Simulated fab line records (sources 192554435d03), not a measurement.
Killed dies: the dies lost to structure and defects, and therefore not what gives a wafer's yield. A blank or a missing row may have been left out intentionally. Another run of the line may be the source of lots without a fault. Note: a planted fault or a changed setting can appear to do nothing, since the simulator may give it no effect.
The same fault as seen by 2 desks || flow n5 finfet || numbers are kept per desk, each desk with only its own; the story behind them comes last

== THE METROLOGY DESK ==
What the gauges read, lot by lot, whatever tool the lot ran on: means of the sampled wafers that have a number. Marked OUT: a lot whose mean sits more than 4 standard deviations from the usual mean, which makes it out of limits; the brackets give that distance. It has 10 readings; the 7 that lie furthest out on some lot are the ones shown.
Columns: A = DIBL_N at N5_BEOL_M4_RC_MEAS_101, usual 35.9 mV/V; B = IOFF_N at N5_BEOL_M4_RC_MEAS_101, usual 0.152 nA/um; C = IOFF_P at N5_BEOL_M4_RC_MEAS_101, usual 0.204 nA/um; D = ION_P at N5_BEOL_M4_RC_MEAS_101, usual 462 uA/um; E = SS_N at N5_BEOL_M4_RC_MEAS_101, usual 71.4 mV/dec; F = SS_P at N5_BEOL_M4_RC_MEAS_101, usual 73.2 mV/dec; G = VT_P at N5_BEOL_M4_RC_MEAS_101, usual -250.6 mV
{"lot": "L211", "first seen here": "day 8 20:23", "A": 33.7, "B": 0.138, "C": 0.195, "D": 463, "E": 71.1, "F": 72.6, "G": -250.3}
{"lot": "L214", "first seen here": "day 9 16:45", "A": 36.4, "B": 0.152, "C": 0.203, "D": 462, "E": 71.9, "F": 73.7, "G": -251.3}
{"lot": "L217", "first seen here": "day 10 22:23", "A": 36.8, "B": 0.173, "C": 0.222, "D": 468, "E": 71.3, "F": 73.4, "G": -248.9}
{"lot": "L223", "first seen here": "day 12 08:05", "A": 34.1, "B": 0.156, "C": 0.231, "D": 474, "E": 71.0, "F": 73.3, "G": -245.6}
{"lot": "L226", "first seen here": "day 13 14:56", "A": 36.6, "B": 0.141, "C": 0.178, "D": 451, "E": 70.4, "F": 72.9, "G": -254.6}
{"lot": "L230", "first seen here": "day 14 01:35", "A": 35.1, "B": 0.133, "C": 0.171, "D": 455, "E": 71.5, "F": 73.3, "G": -255.0}
{"lot": "L231", "first seen here": "day 14 19:56", "A": 39.0, "B": 0.194, "C": 0.253, "D": 461, "E": 71.9, "F": 74.3, "G": -248.9}
{"lot": "L232", "first seen here": "day 14 22:47", "A": 35.5, "B": 0.137, "C": 0.225, "D": 471, "E": 71.4, "F": 73.0, "G": -246.5}
This desk's verdict: no lot among the 8 shows anything out of limits.

== TOOL OWNER'S DESK, rie diel-01 ==
The tool's own readings at N5_GATE_CUT_ETCH_37 (etches SOC in N2/H2, target depth 60 nm, overetch 12 nm, time 90 s): means of the sampled wafers that have a number, for each lot that ran on this tool. Marked OUT: a lot whose mean sits more than 4 standard deviations from the usual mean, which makes it out of limits; the brackets give that distance.
Columns: A = drypump motor current A at N5_GATE_CUT_ETCH_37, usual 5.53 A; B = oes product au at N5_GATE_CUT_ETCH_37, usual 0.69 a.u.; C = rf vpp V at N5_GATE_CUT_ETCH_37, usual 523.4 V; D = showerhead plenum p Torr at N5_GATE_CUT_ETCH_37, usual 2.53 Torr; E = throttle valve pct at N5_GATE_CUT_ETCH_37, usual 17.81 %
{"lot": "L214", "first seen here": "day 5 19:44", "A": 5.46, "B": 0.69, "C": 525.3, "D": 2.58, "E": 17.93}
{"lot": "L217", "first seen here": "day 6 13:52", "A": 5.44, "B": 0.70, "C": 524.6, "D": 2.56, "E": 17.82}
{"lot": "L223", "first seen here": "day 7 23:31", "A": 5.69, "B": 0.65, "C": 522.8, "D": 2.46, "E": 17.66}
{"lot": "L226", "first seen here": "day 8 18:17", "A": 5.33, "B": 0.64, "C": 525.8, "D": 2.60, "E": 17.93}
This desk's verdict: no lot among the 4 shows anything out of limits.

== PUT TOGETHER ==
Metrology desk: nothing out of limits seen.
Nothing out of limits was seen by the tool owner's desk.

== WHAT HAD BEEN PUT IN BY THE SIMULATOR ==
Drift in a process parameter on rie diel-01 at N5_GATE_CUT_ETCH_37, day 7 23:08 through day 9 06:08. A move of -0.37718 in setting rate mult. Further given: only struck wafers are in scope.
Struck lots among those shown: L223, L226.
